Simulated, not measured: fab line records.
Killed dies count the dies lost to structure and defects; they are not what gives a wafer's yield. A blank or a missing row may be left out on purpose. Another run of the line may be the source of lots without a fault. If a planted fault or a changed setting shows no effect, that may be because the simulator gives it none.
Struck lot and sound lot, side by side || flow n5 finfet || 16 out of 1938 route steps
Sound: wafers L202.4, L202.5, L202.6. Wafers struck: L207.1, L207.2, L207.3. The cause is named last.
Order at every step that has rows: each side's tool, ch and its chambers, its first start. Under that, the readings that differ: sound wafers || struck wafers || difference of the means || sigmas: that difference in standard deviations of wafers without a fault.
alike: same words and numbers on both sides, and readings whose means sit less than 2 such deviations apart. not compared: any withheld reading, any reading some wafer has no value for, any bound like >300 that may hide the same value, and any number with overlapping values for which the record gives no deviation.
The two part at a step that has a row with sigmas, a row that says differs or no value, or rows on one side only. Non-overlapping numbers with no deviation appear without sigmas and do not part them. A reading that every wafer of one side lacks parts them only if that side has two wafers or more.

first, 4 steps without rows for these wafers: N5_BEOL_M9_HM_STRIP_39 (strips TiN in peroxide tin strip, target depth 25 nm, time 158 s); N5_BEOL_M9_SRD_40 (time 30 s); N5_BEOL_M9_PRECLEAN_42 (cleans in residue remover, time 60 s); N5_BEOL_M9_SRD_43 (time 30 s).
N5_BEOL_M9_CD_MEAS_35: target cd 70 nm, target cd y 40 nm.
  sound on cd sem-02 at day 11 09:55; struck on cd sem-01 at day 12 21:53
  alike: cd nm
N5_BEOL_M9_CURE_72: cures SiCOH lowk, time 120 s.
  sound on uv cure-03 ch 0, day 11 10:06; struck on uv cure-01 ch 1, day 12 21:59
  alike: lamp power pct, wafer_temp_C_max
N5_BEOL_M9_DEGAS_44: time 60 s.
  sound on pvd sputter-03 at day 11 10:20; struck on pvd sputter-03 at day 12 22:35
  alike: heater power w
N5_BEOL_M9_PRE_CLEAN_45: time 30 s.
  sound on pvd sputter-03 at day 11 10:22; struck on pvd sputter-03 at day 12 22:37
  alike: heater power w
then, 3 steps without rows for these wafers: N5_BEOL_M9_ALD_74 (deposits TaN, target thk 2 nm, pulse time 2 s, purge time 3 s); N5_BEOL_M9_SURFACE_TREAT_79; N5_BEOL_M9_CVD_78 (deposits Co from CCTBA/H2, target thk 2 nm, time 138.9 s).
N5_BEOL_M9_SPUTTER_48: material Cu, target thk 12 nm, time 2 s.
  sound on pvd sputter-02 at day 11 11:47; struck on pvd sputter-02 at day 12 23:24
  alike: throttle valve pct
N5_BEOL_M9_ECD_50: material Cu, target thk 318 nm.
  sound on ecd cu-01 ch 0,1, day 11 11:55; struck on ecd cu-01 ch 0,1, day 12 23:49
N5_BEOL_M9_ANNEAL_51: time 90 s.
  sound on rtp anneal-02 ch 0, day 11 12:30; struck on rtp anneal-02 ch 0, day 13 00:20
  alike: wafer_temp_C_max
N5_BEOL_M9_CMP_52: polishes, stops on SiCOH lowk, t overpolish 7 s, target thk 140 nm.
  sound on cmp-04 ch 0,1, day 11 12:40; struck on cmp-02 ch 1,2,3, day 13 00:38
{"reading": "slurry flow ml min", "sound": "150.2 151.0 150.2", "struck": "149.4 149.2 149.6", "difference": -1.1, "sigmas": -2}
{"reading": "time to endpoint s (s)", "sound": "68 67 65", "struck": "133 143 132", "difference": "+69", "sigmas": "+17"}
  alike: barrier field endpoint s, motor current A, overpolish run s
N5_BEOL_M9_THK_MEAS_53: measures by xrf.
  sound on film metro-02 at day 11 12:58; struck on film metro-02 at day 13 00:56
  alike: M9_THK

## WHERE THEY PART
Only at N5_BEOL_M9_CMP_52, as far as this record shows. Later steps at which nothing parts them and some readings are alike: N5_BEOL_M9_THK_MEAS_53.

WHY: what the simulator had put in
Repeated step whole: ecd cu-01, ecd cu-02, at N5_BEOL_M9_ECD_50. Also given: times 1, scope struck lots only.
